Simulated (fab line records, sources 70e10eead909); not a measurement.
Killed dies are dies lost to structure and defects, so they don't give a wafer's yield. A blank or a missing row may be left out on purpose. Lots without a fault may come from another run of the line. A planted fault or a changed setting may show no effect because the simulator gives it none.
fab line records | flow nand_harc | part 2 of 2: steps 16 to 24 of 24
record lots=5 wafers=15 last_day=30
route steps=1302 shown A_CHANNEL_HOLE_D2@588 A_CHANNEL_FILL_D2@610
lots that met no fault: from a run of the same line without faults
start_h: hours from the record's first day to the start of the lot's first wafer shown | wait_h: hours since the lot's step before | " the same as in the row above | L1.1+2: a row that stands for several wafers | - no value, or no start given | * or withheld: withheld | < > ~ a bound
route shown NAME@n: a module of which the file shows steps, and the number in the route of the first | usual: mean/standard deviation of fault-free wafers | same: alike in all rows | chamber/n: place in a boat | sites: the reading at each site | _std_site: their standard deviation | _edge_site: outer sites' mean less inner sites' | radius_mm: how far each site lies from the wafer's centre | mask NAME#n: copy n | behind: the tool/chamber that last shaped the wafer | hold: why the lot was held/for how many hours/how that ended | device: the transistor (n, p or np) that didn't switch | end of line: the same wafers' tests at the end of the route | a step without rows: its recipe alone | killed: dies lost to structure and defects at the first sort, not the wafer's yield | map: a wafer's dies, x killed, . not, _ none there
set.NAME: the setting as run; set.NAME@STEP: as run at that earlier step | model.NAME: the simulator's own value behind a step, which no gauge read
lots at some steps of the route; a table a step, a row a wafer
services: from which hour (start_h, from the record's first day; less than 0 if before it) a tool's chamber was out of use, for how many hours, and why
## steps
# step NHARC_A_CHANNEL_HOLE_D2_ETCH_44
# recipe target_depth_a=1400 overetch_a=140 time_s=77 ion_energy_ev=100 cf4_flow_sccm=80 o2_flow_sccm=20 ar_flow_sccm=0 rf_w=300 bias_w=100 chemistry=CF4/O2
# usual chamber_pressure_mTorr=30.002/0.026 drypump_motor_current_A=5.7/0.46 oes_product_au=1.002/0.011 rf_vpp_V=198.3/1.4 showerhead_plenum_p_Torr=1.36/0.054 throttle_valve_pct=13.396/0.0094
# same time_s=77
# columns lot.wafer tool chamber start_h wait_h chamber_pressure_mTorr drypump_motor_current_A oes_product_au rf_hours_counter_h rf_vpp_V showerhead_plenum_p_Torr throttle_valve_pct
L075.1 rie_diel-11 1 298.10 0.1 29.978 4.7 1.000 1.8 198.0 1.32 13.369
L075.2 " 3 " " 29.988 5.6 1.015 2.4 198.3 1.43 13.398
L075.5 " 0 " " 30.027 5.5 1.004 - 198.0 1.37 13.406
L079.3 rie_diel-11 3 368.26 0.0 30.008 5.7 1.021 6.2 199.1 1.43 13.394
L079.1 " 0 " " 30.017 5.5 1.008 4.8 197.8 1.37 13.400
L079.6 " 3 " " 30.003 5.7 1.022 - 199.0 1.43 13.402
L082.3 rie_diel-11 3 396.60 0.0 29.998 5.7 1.019 8.4 198.4 1.43 13.396
L082.4 " 1 " " 29.981 4.7 0.990 7.5 197.6 1.32 13.396
L082.5 " 3 " " 30.006 5.6 1.013 - 200.7 1.43 13.401
L086.4 rie_diel-11 1 412.90 0.1 30.023 4.7 0.975 8.2 197.3 1.32 13.386
L086.1 " 3 " " 30.046 5.6 1.004 9.5 199.5 1.43 13.397
L086.6 " 0 " " 30.006 5.5 0.987 - 198.9 1.37 13.404
L089.3 rie_diel-06 1 434.68 0.1 30.024 5.5 0.995 11.0 198.5 1.40 13.388
L089.4 " 2 " " 30.012 5.9 1.002 10.7 196.2 1.32 13.415
L089.2 " 3 " " 30.009 5.3 0.982 4.6 198.6 1.38 13.382
# step NHARC_A_CHANNEL_HOLE_D2_STRIP_28
# recipe o2_flow_sccm=500 ar_flow_sccm=0 bias_w=0 chemistry=O2
# usual chamber_pressure_mTorr=59.99/0.053 drypump_motor_current_A=5.7/0.45 oes_product_au=1.002/0.011 rf_vpp_V=57.9/0.91 showerhead_plenum_p_Torr=3.59/0.14 throttle_valve_pct=17.037/0.0099
# columns lot.wafer tool chamber start_h wait_h chamber_pressure_mTorr drypump_motor_current_A oes_product_au rf_hours_counter_h rf_vpp_V showerhead_plenum_p_Torr throttle_valve_pct
L075.2 rie_diel-11 0 - - 59.99 5.5 1.009 1.9 58.3 3.62 17.018
L075.1 " 1 " " 59.96 4.7 0.994 1.8 58.0 3.50 17.042
L075.5 " 0 " " 59.92 5.5 1.002 - 59.4 3.62 17.028
L079.1 rie_diel-11 1 - - 59.87 4.7 1.005 5.0 58.6 3.49 17.024
L079.3 " 2 " " 60.02 6.1 1.023 6.4 57.3 3.74 17.035
L079.6 " 3 " " 60.07 5.7 1.016 - 57.5 3.76 17.034
L082.3 rie_diel-11 3 - - 60.03 5.7 1.019 8.4 56.8 3.76 17.045
L082.4 " 2 " " 60.04 6.1 1.010 8.8 59.2 3.74 17.034
L082.5 " 0 " " 59.99 5.5 1.003 - 57.9 3.62 17.048
L086.4 rie_diel-11 0 - - 60.00 5.5 0.987 8.2 56.5 3.62 17.048
L086.1 " 1 " " 60.01 4.7 0.985 8.3 57.5 3.49 17.038
L086.6 " 1 " " 60.08 4.7 0.981 - 57.5 3.49 17.035
L089.2 rie_diel-06 1 - - 59.91 5.5 0.977 11.1 59.2 3.68 17.052
L089.3 " 2 " " 60.05 5.9 1.007 10.8 58.8 3.49 17.031
L089.4 " 0 " " 60.00 5.3 1.010 11.0 58.9 3.65 17.031
# step NHARC_A_CHANNEL_HOLE_D2_PRECLEAN_29
# recipe time_s=* temp_c=50 bath_age_min=0 chemistry=SC1
# same time_s=*
# columns lot.wafer tool chamber start_h wait_h
L075.5+1+2 wet_bench-01 6,0,1 298.75 -
L079.1+3+6 wet_bench-01 3,5,6 368.91 -
L082.5+4+3 wet_bench-05 7,0,2 397.26 -
L086.4+6+1 wet_bench-01 4,5,7 413.56 -
L089.2+4+3 wet_bench-05 6,0,2 435.34 -
# step NHARC_A_CHANNEL_HOLE_D2_SRD_30
# columns lot.wafer tool chamber start_h wait_h
L075.5+1+2 wet_bench-01 6,0,1 - -
L079.1+3+6 wet_bench-01 3,5,6 - -
L082.5+4+3 wet_bench-05 7,0,2 - -
L086.4+6+1 wet_bench-01 4,5,7 - -
L089.2+4+3 wet_bench-05 6,0,2 - -
# step NHARC_A_CHANNEL_HOLE_D2_CD_MEAS_31
# usual cd_nm=89.5/1.3
# columns lot.wafer tool chamber start_h wait_h cd_nm
L075.1 cd_sem-02 - 298.88 - 90.0
L075.2 " - " " 88.2
L075.5 " - " " 88.0
L079.1 cd_sem-03 - 369.05 - 87.3
L079.3 " - " " 89.8
L079.6 " - " " 89.5
L082.3 cd_sem-03 - 397.40 - 88.4
L082.4 " - " " 92.2
L082.5 " - " " 88.1
L086.1 cd_sem-01 - 413.70 - 87.6
L086.4 " - " " 91.7
L086.6 " - " " 88.9
L089.2 cd_sem-03 - 435.48 - 89.2
L089.3 " - " " 89.4
L089.4 " - " " 90.5
# step NHARC_A_CHANNEL_HOLE_D2_XSEM_32
# recipe landing_energy_ev=35000
# usual bot_cd_nm=74.1/1.5 bow_nm=8.65/0.27 tilt_deg=0.06/0.045
# columns lot.wafer tool chamber start_h wait_h bot_cd_nm bow_nm tilt_deg
L075.1 xsem-01 0 298.97 0.1 75.6 8.42 0.10
L075.2 " 0 " " 74.1 8.38 0.10
L075.5 " 0 " " 73.6 8.35 0.10
L079.1 xsem-02 0 369.14 0.1 71.6 8.53 0.03
L079.3 " 0 " " 74.7 8.55 0.03
L079.6 " 0 " " 74.4 8.53 0.03
L082.3 xsem-01 0 397.49 0.1 74.1 8.71 0.07
L082.4 " 0 " " 77.0 8.56 0.07
L082.5 " 0 " " 73.1 8.68 0.07
L086.1 xsem-02 0 413.79 0.1 71.2 8.24 0.01
L086.4 " 0 " " 75.0 8.32 0.01
L086.6 " 0 " " 71.9 8.29 0.01
L089.2 xsem-02 0 435.57 0.1 73.5 8.82 0.06
L089.3 " 0 " " 74.2 8.82 0.06
L089.4 " 0 " " 75.3 8.80 0.06
# step NHARC_A_CHANNEL_HOLE_D2_INSPECT_40
# usual raw_defect_count=298/75
# columns lot.wafer tool chamber start_h wait_h raw_defect_count
L075.1 defect_inspect-01 - 299.06 - 334
L075.2 " - " " 271
L075.5 " - " " 373
L079.1 defect_inspect-01 - 369.24 - 325
L079.3 " - " " 361
L079.6 " - " " 331
L082.3 defect_inspect-01 - 397.58 - 316
L082.4 " - " " 226
L082.5 " - " " 283
L086.1 defect_inspect-01 - 413.89 - 226
L086.4 " - " " 178
L086.6 " - " " 379
L089.2 defect_inspect-02 - 435.67 - 299
L089.3 " - " " 231
L089.4 " - " " 292
# step NHARC_A_CHANNEL_FILL_D2_PRECLEAN_00
# recipe time_s=* temp_c=50 bath_age_min=0 chemistry=SC1
# same time_s=*
# columns lot.wafer tool chamber start_h wait_h
L075.5+1+2 wet_bench-02 7,1,3 299.12 0.0
L079.6+3+1 wet_bench-07 7,0,1 369.30 0.1
L082.4+3+5 wet_bench-02 2,4,6 397.63 0.1
L086.6+4+1 wet_bench-03 1,2,4 413.94 0.0
L089.4+2+3 wet_bench-02 2,5,6 435.72 0.1
# step NHARC_A_CHANNEL_FILL_D2_SRD_01
# columns lot.wafer tool chamber start_h wait_h
L075.5+1+2 wet_bench-02 7,1,3 - -
L079.6+3+1 wet_bench-07 7,0,1 - -
L082.4+3+5 wet_bench-02 2,4,6 - -
L086.6+4+1 wet_bench-03 1,2,4 - -
L089.4+2+3 wet_bench-02 2,5,6 - -
## services
# columns tool chamber start_h hours kind
wet_bench-01 - 277.62 8.0 pm
wet_bench-07 - 284.91 14.5 repair
xsem-01 - 288.09 0.4 repair
rie_diel-11 0 289.00 - clean
rie_diel-11 1 289.00 - clean
rie_diel-11 2 289.00 - clean
rie_diel-11 3 289.00 - clean
rie_diel-06 - 307.20 9.0 pm
rie_diel-11 0 313.50 - clean
rie_diel-11 1 313.50 - clean
rie_diel-11 2 313.50 - clean
rie_diel-11 3 313.50 - clean
wet_bench-01 - 321.35 1.7 repair
wet_bench-07 - 336.00 8.0 pm
rie_diel-11 0 338.00 - clean
rie_diel-11 1 338.00 - clean
rie_diel-06 3 349.34 58.4 repair
wet_bench-01 - 364.78 0.8 repair
xsem-01 - 374.00 14.0 pm
har_etch-02 - 380.54 17.0 pm
wet_bench-03 - 386.40 8.0 pm
wet_bench-02 - 420.00 8.0 pm
rie_diel-11 1 432.41 6.0 repair
rie_diel-11 - 432.50 9.0 pm
